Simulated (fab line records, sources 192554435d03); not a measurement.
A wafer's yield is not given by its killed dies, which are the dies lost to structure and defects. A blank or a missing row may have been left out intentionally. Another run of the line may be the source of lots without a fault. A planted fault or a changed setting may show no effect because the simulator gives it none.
Matching of chambers -- flow n5 finfet -- rie diel-06 running N5_BEOL_M1_ETCHBACK_99: 4 sister chambers
The step etches SiO2 in CHF3, target depth 5 nm, time 10.4 s. 4 wafers are shown with their chamber, then 7 later ones without.

== WAFERS WITH THEIR CHAMBER ==
wafer,chamber,rf vpp V (V)
L086.4,2,230
L087.5,1,239
L089.2,0,235
L089.4,3,245

== WAFERS WHOSE CHAMBER IS MISSING ==
wafer,rf vpp V (V)
L089.6,230
L094.2,240
L094.3,233
L094.4,228
L096.2,235
L096.3,246
L096.4,239

== THE CHAMBER EACH PASSED THROUGH ==
wafer,from the rows above,in truth
L089.6,2,2
L094.2,1,1
L094.3,can't be placed: 0 or 2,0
L094.4,2,2
L096.2,0,0
L096.3,3,3
L096.4,1,1
6 of 7 placed correctly. From these rows, 1 cannot be placed; in 1 the true chamber is one of the candidates. Placed wrongly: 0.
How it was worked out, from the rows above alone: a wafer's distance from a chamber is the root of the sum, over the readings, of the square of ((its reading less the chamber's mean) divided by the reading's scatter). The wafer belongs to the nearest chamber; if the next one is less than 2 further off, it can't be placed. For every chamber, the mean is computed from those of its wafers that are shown. The scatter: with one shown wafer a chamber, the root of the mean of the squares of how far each hidden wafer lies from its nearest shown one.
